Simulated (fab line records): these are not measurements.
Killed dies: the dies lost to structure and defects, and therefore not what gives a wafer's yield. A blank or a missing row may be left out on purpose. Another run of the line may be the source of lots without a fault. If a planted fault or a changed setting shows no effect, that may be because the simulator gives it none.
Chamber matching | flow n5-finfet | rie-diel-02 running N5_BEOL_M0_CUTY_ETCH_63: 4 sister chambers
The step etches SOC in N2/H2, target depth 82.7 nm, overetch 16.5 nm, time 124 s. 4 wafers are shown with their chamber, then 8 later ones without.

WAFERS WITH THEIR CHAMBER
wafer  | chamber | throttle-valve-pct (%)
L080.4 | 0       | 17.78
L083.3 | 1       | 17.46
L085.6 | 2       | 17.35
L086.3 | 3       | 17.86

WAFERS MISSING THEIR CHAMBER
wafer  | throttle-valve-pct (%)
L086.4 | 17.49
L086.5 | 17.87
L094.2 | 17.85
L094.3 | 17.90
L094.4 | 17.35
L096.1 | 17.86
L096.3 | 17.38
L096.5 | 17.37

WHICH CHAMBER EACH ONE RAN IN
wafer  | from the rows above | in truth
L086.4 | 1                   | 1
L086.5 | 3                   | 3
L094.2 | 3                   | 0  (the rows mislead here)
L094.3 | 3                   | 3
L094.4 | 2                   | 2
L096.1 | 3                   | 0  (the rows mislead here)
L096.3 | 2                   | 2
L096.5 | 2                   | 2
6 of 8 placed correctly. From these rows, 0 cannot be placed. Number placed wrongly: 2.
How it was worked out, from the rows above alone: a wafer's distance from a chamber is the root of the sum, over the readings, of the square of ((its reading less the chamber's mean) divided by the reading's scatter). The wafer belongs to the nearest chamber; if the next one is less than 2 further off, it can't be placed. Each chamber's mean is taken over the wafers shown for it. The scatter: with one shown wafer a chamber, the root of the mean of the squares of how far each hidden wafer lies from its nearest shown one.
